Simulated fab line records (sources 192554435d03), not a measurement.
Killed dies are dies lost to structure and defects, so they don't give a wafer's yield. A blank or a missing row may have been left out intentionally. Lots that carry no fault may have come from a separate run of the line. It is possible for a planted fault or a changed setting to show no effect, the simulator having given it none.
Matching of chambers :: flow n5_finfet :: pecvd-03 running N5_BEOL_M7_DEP_56: 3 sister chambers
The step deposits SiCN from 3MS/NH3, target thk 10 nm, time 17.5 s. 24 wafers are shown with their chamber, then 12 later ones without.

== WAFERS PAIRED WITH THEIR CHAMBERS ==
wafer: L074.4
chamber: 2
throttle_valve_pct (%): 9.9
showerhead_plenum_p_Torr (Torr): 3.670

wafer: L074.5
chamber: 0
throttle_valve_pct (%): 8.8
showerhead_plenum_p_Torr (Torr): 3.665

wafer: L074.6
chamber: 1
throttle_valve_pct (%): 10.4
showerhead_plenum_p_Torr (Torr): 3.668

wafer: L076.2
chamber: 0
throttle_valve_pct (%): 9.1
showerhead_plenum_p_Torr (Torr): 3.661

wafer: L076.4
chamber: 1
throttle_valve_pct (%): 10.4
showerhead_plenum_p_Torr (Torr): 3.665

wafer: L076.5
chamber: 1
throttle_valve_pct (%): 10.3
showerhead_plenum_p_Torr (Torr): 3.668

wafer: L081.3
chamber: 0
throttle_valve_pct (%): 8.8
showerhead_plenum_p_Torr (Torr): 3.670

wafer: L081.5
chamber: 0
throttle_valve_pct (%): 8.8
showerhead_plenum_p_Torr (Torr): 3.675

wafer: L081.6
chamber: 1
throttle_valve_pct (%): 10.2
showerhead_plenum_p_Torr (Torr): 3.670

wafer: L082.1
chamber: 1
throttle_valve_pct (%): 10.4
showerhead_plenum_p_Torr (Torr): 3.666

wafer: L082.4
chamber: 2
throttle_valve_pct (%): 8.8
showerhead_plenum_p_Torr (Torr): 3.676

wafer: L082.5
chamber: 0
throttle_valve_pct (%): 9.1
showerhead_plenum_p_Torr (Torr): 3.675

wafer: L080.1
chamber: 1
throttle_valve_pct (%): 10.6
showerhead_plenum_p_Torr (Torr): 3.662

wafer: L080.5
chamber: 2
throttle_valve_pct (%): 8.5
showerhead_plenum_p_Torr (Torr): 3.670

wafer: L080.6
chamber: 1
throttle_valve_pct (%): 10.2
showerhead_plenum_p_Torr (Torr): 3.660

wafer: L084.1
chamber: 2
throttle_valve_pct (%): 8.9
showerhead_plenum_p_Torr (Torr): 3.673

wafer: L084.2
chamber: 1
throttle_valve_pct (%): 10.3
showerhead_plenum_p_Torr (Torr): 3.665

wafer: L084.6
chamber: 0
throttle_valve_pct (%): 9.0
showerhead_plenum_p_Torr (Torr): 3.667

wafer: L087.1
chamber: 2
throttle_valve_pct (%): 8.8
showerhead_plenum_p_Torr (Torr): 3.664

wafer: L087.2
chamber: 1
throttle_valve_pct (%): 10.5
showerhead_plenum_p_Torr (Torr): 3.663

wafer: L087.3
chamber: 0
throttle_valve_pct (%): 9.0
showerhead_plenum_p_Torr (Torr): 3.658

wafer: L093.2
chamber: 2
throttle_valve_pct (%): 8.6
showerhead_plenum_p_Torr (Torr): 3.674

wafer: L093.3
chamber: 0
throttle_valve_pct (%): 8.9
showerhead_plenum_p_Torr (Torr): 3.668

wafer: L093.4
chamber: 1
throttle_valve_pct (%): 10.1
showerhead_plenum_p_Torr (Torr): 3.661

SIGNATURES (means of the wafers above)
reading: throttle_valve_pct
chamber 0: 8.938
chamber 1: 10.340
chamber 2: 8.917
scatter within a chamber: 0.275

reading: showerhead_plenum_p_Torr
chamber 0: 3.66737
chamber 1: 3.66480
chamber 2: 3.67117
scatter within a chamber: 0.0046
Rule: a wafer lies at a distance from a chamber equal to the root of the sum of squares, over the readings, of (its reading less the chamber's mean, divided by the reading's scatter). The wafer belongs to the nearest chamber; if the next one is less than 2 further off, it can't be placed. How the scatter is found: for the shown wafers, subtract from each reading the mean of its chamber, square and add these, divide the total by (wafers less chambers), then take the root.

== WAFERS WHOSE CHAMBER IS MISSING ==
wafer: L090.3
throttle_valve_pct (%): 8.7
showerhead_plenum_p_Torr (Torr): 3.671

wafer: L090.5
throttle_valve_pct (%): 8.9
showerhead_plenum_p_Torr (Torr): 3.666

wafer: L090.6
throttle_valve_pct (%): 10.6
showerhead_plenum_p_Torr (Torr): 3.662

wafer: L092.2
throttle_valve_pct (%): 10.4
showerhead_plenum_p_Torr (Torr): 3.662

wafer: L092.4
throttle_valve_pct (%): 10.3
showerhead_plenum_p_Torr (Torr): 3.661

wafer: L092.6
throttle_valve_pct (%): 9.1
showerhead_plenum_p_Torr (Torr): 3.676

wafer: L094.4
throttle_valve_pct (%): 8.9
showerhead_plenum_p_Torr (Torr): 3.673

wafer: L094.5
throttle_valve_pct (%): 10.3
showerhead_plenum_p_Torr (Torr): 3.663

wafer: L094.6
throttle_valve_pct (%): 8.9
showerhead_plenum_p_Torr (Torr): 3.664

wafer: L095.1
throttle_valve_pct (%): 10.5
showerhead_plenum_p_Torr (Torr): 3.662

wafer: L095.4
throttle_valve_pct (%): 9.0
showerhead_plenum_p_Torr (Torr): 3.673

wafer: L095.5
throttle_valve_pct (%): 9.0
showerhead_plenum_p_Torr (Torr): 3.671

== EACH ONE'S CHAMBER ==
wafer: L090.3
from the rows above: can't be placed: 2 or 0
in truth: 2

wafer: L090.5
from the rows above: can't be placed: 0 or 2
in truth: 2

wafer: L090.6
from the rows above: 1
in truth: 1

wafer: L092.2
from the rows above: 1
in truth: 1

wafer: L092.4
from the rows above: 1
in truth: 1

wafer: L092.6
from the rows above: can't be placed: 2 or 0
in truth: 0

wafer: L094.4
from the rows above: can't be placed: 2 or 0
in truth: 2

wafer: L094.5
from the rows above: 1
in truth: 1

wafer: L094.6
from the rows above: can't be placed: 0 or 2
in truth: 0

wafer: L095.1
from the rows above: 1
in truth: 1

wafer: L095.4
from the rows above: can't be placed: 2 or 0
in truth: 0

wafer: L095.5
from the rows above: can't be placed: 2 or 0
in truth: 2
5 of 12 placed correctly. Cannot be placed on the basis of these rows: 7; the candidates contain the true chamber in 7. Wrongly placed: 0.
